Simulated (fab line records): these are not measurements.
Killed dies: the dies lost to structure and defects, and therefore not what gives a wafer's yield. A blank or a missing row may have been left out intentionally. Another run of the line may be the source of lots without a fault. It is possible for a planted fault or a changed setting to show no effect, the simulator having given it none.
Struck lot and sound lot, side by side    flow nand harc    25 steps out of a route of 1302
Sound: these wafers, L301.1, L301.4, L301.5. Wafers L322.4, L322.5, L322.6 were the ones struck. The cause is named last.
Each step with rows lists, per side, the tool, then ch with its chambers, then its first start. Under that, the readings that differ: sound wafers    struck wafers    difference of the means    sigmas: that difference in standard deviations of wafers without a fault.
alike: same words and numbers on both sides, and readings whose means sit less than 2 such deviations apart. not compared: any withheld reading, any reading some wafer has no value for, any bound like >300 that may hide the same value, and any number with overlapping values for which the record gives no deviation.
Wherever a step has rows on one side only, a row that says differs or no value, or a row with sigmas, the two part there. Numbers that don't overlap but have no deviation are shown without sigmas and don't part them. A reading missing from all wafers of one side parts the sides only when that side holds two or more wafers.

first, 1 step without rows for these wafers: NHARC_P_M0_SRD_25.
NHARC_P_M0_INSPECT_27:
  sound on defect inspect-02, day 6 08:06; struck on defect inspect-02, day 15 08:53
  alike: raw defect count
NHARC_P_M0_PRE_CLEAN_31: time 12 s.
  sound on pecvd-02 ch 1,2, day 6 08:11; struck on pecvd-04 ch 0,1,2, day 15 08:59
  alike: heater power outer w, heater power w
NHARC_P_M0_DEP_32: deposits SiCN, target thk 30 nm.
  sound on pecvd-02 ch 1,2, day 6 08:17; struck on pecvd-04 ch 0,1,2, day 15 09:10
  alike: heater power outer w, heater power w
then, 7 steps without rows for these wafers: NHARC_P_M1_DEP_00 (deposits SiOC, target thk 182.5 nm); NHARC_P_M1_DEHYDRATE_01 (time 120 s); NHARC_P_M1_HMDS_02 (time 30 s); NHARC_P_M1_COAT_34 (time 65 s); NHARC_P_M1_COAT_03 (resist thk 90 nm); NHARC_P_M1_SOFTBAKE_04 (time 55 s); NHARC_P_M1_EBR_05.
NHARC_P_M1_EXPOSE_06: exposes mask P M1, target cd 130 nm.
  sound on arfi scanner-03 ch 0, day 6 09:21; struck on arfi scanner-02 ch 0, day 15 10:09
reading                       sound              struck             difference  sigmas
exposure dose mJ cm2          81.87 81.80 81.85  73.72 73.67 73.76  -8.12       -92
model.P_M1.overlay x nm (nm)  1.058 1.058 1.058  23.27 23.27 23.27  +22.21      
  alike: mask
then, 2 steps without rows for these wafers: NHARC_P_M1_PEB_07 (peb time 65 s); NHARC_P_M1_DEVELOP_08 (develop time 35 s).
NHARC_P_M1_CD_MEAS_09: target cd 130 nm.
  sound on cd sem-03 ch 0, day 6 09:29; struck on cd sem-03 ch 0, day 15 10:17
reading     sound              struck             difference  sigmas
cd nm (nm)  129.6 128.6 128.7  123.1 123.0 123.2  -5.9        -9
NHARC_P_M1_OVL_MEAS_10: pitch 260 nm.
  sound on overlay-01, day 6 09:35; struck on overlay-02, day 15 10:22
reading            sound        struck          difference  sigmas
overlay x nm (nm)  1.1 0.9 1.4  22.9 23.3 23.2  +22.0       +22
  alike: overlay y nm
NHARC_P_M1_INSPECT_11:
  sound on defect inspect-02, day 6 09:37; struck on defect inspect-01, day 15 10:24
  alike: raw defect count
NHARC_P_M1_DESCUM_14: chemistry O2, time 3 s.
  sound on rie diel-11 ch 1,2, day 6 09:41; struck on rie diel-06 ch 1,2,3, day 15 10:29
reading                sound              struck             difference  sigmas
model.P_M1.cd nm (nm)  129.8 129.5 129.3  123.3 122.9 123.8  -6.2        
  alike: drypump motor current A, oes product au, rf vpp V, showerhead plenum p Torr, throttle valve pct
  not compared: rf hours counter h
NHARC_P_M1_ETCH_35: etches the open film in N2/H2, target depth 40 nm, overetch 12 nm, time 43.94 s.
  sound on rie diel-11 ch 0,1,3, day 6 09:46; struck on rie diel-06 ch 0,2,3, day 15 10:34
  alike: drypump motor current A, h2 flow sccm, oes product au, rf vpp V, showerhead plenum p Torr, throttle valve pct
  not compared: rf hours counter h
NHARC_P_M1_ETCH_15: etches the open film in C4F8/Ar, target depth 182.5 nm, time 91.2 s.
  sound: rie diel-11 ch 0,2,3; struck: rie diel-06 ch 0,1,2
  alike: oes product au, rf vpp V
  not compared: rf hours counter h
NHARC_P_M1_CD_MEAS_16:
  sound on cd sem-01, day 6 09:59; struck on cd sem-01, day 15 10:46
reading     sound              struck             difference  sigmas
cd nm (nm)  130.2 128.9 129.8  123.6 123.1 123.3  -6.3        -8
NHARC_P_M1_STRIP_18: strips in N2/H2.
  sound on rie diel-06 ch 1,2, day 6 10:03; struck on rie diel-11 ch 0,3, day 15 10:50
  alike: drypump motor current A, h2 flow sccm, oes product au, rf vpp V, showerhead plenum p Torr, throttle valve pct
  not compared: rf hours counter h
NHARC_P_M1_ETCH_28: etches the open film in CF4/N2, target depth 30 nm, time 72.99 s.
  sound: rie diel-06 ch 0,1,3; struck: rie diel-11 ch 1,2,3
reading                sound              struck             difference  sigmas
model.P_M1.cd nm (nm)  130.1 129.7 129.8  123.7 123.5 123.4  -6.3        
  alike: drypump motor current A, oes product au, rf vpp V, showerhead plenum p Torr, throttle valve pct
  not compared: rf hours counter h
then, 1 step without rows for these wafers: NHARC_P_M1_STRIP_19 (strips in post etch residue remover, time 600 s).
-- the record jumps here: 19 days lie between the struck wafers' starts before and after (it left off in module P_M1 and takes up again in module END, whose first step shown is number 1302 of the route) --
NHARC_END_SORT_01:
  sound on prober-01 ch 0, day 27 00:10; struck on prober-02 ch 0, day 33 23:31
  alike: defect limited yield, killed at array, killed at other, killed at periphery, killed dies, killed open, killed short, sort_bin_2_pct, sort_bin_3_pct, sort_bin_4_pct, sort n pass, sort rim yield pct, sort yield pct

== WHERE THEY PART ==
First at NHARC_P_M1_EXPOSE_06; last, within this record, at NHARC_P_M1_CD_MEAS_16. Later steps at which nothing parts them and some readings are alike: NHARC_P_M1_STRIP_18, NHARC_P_M1_ETCH_28, NHARC_END_SORT_01.

WHY: whatever the simulator had introduced
Scanner matching overlay: arfi scanner-02, from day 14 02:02 on, at NHARC_P_M1_EXPOSE_06. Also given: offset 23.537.
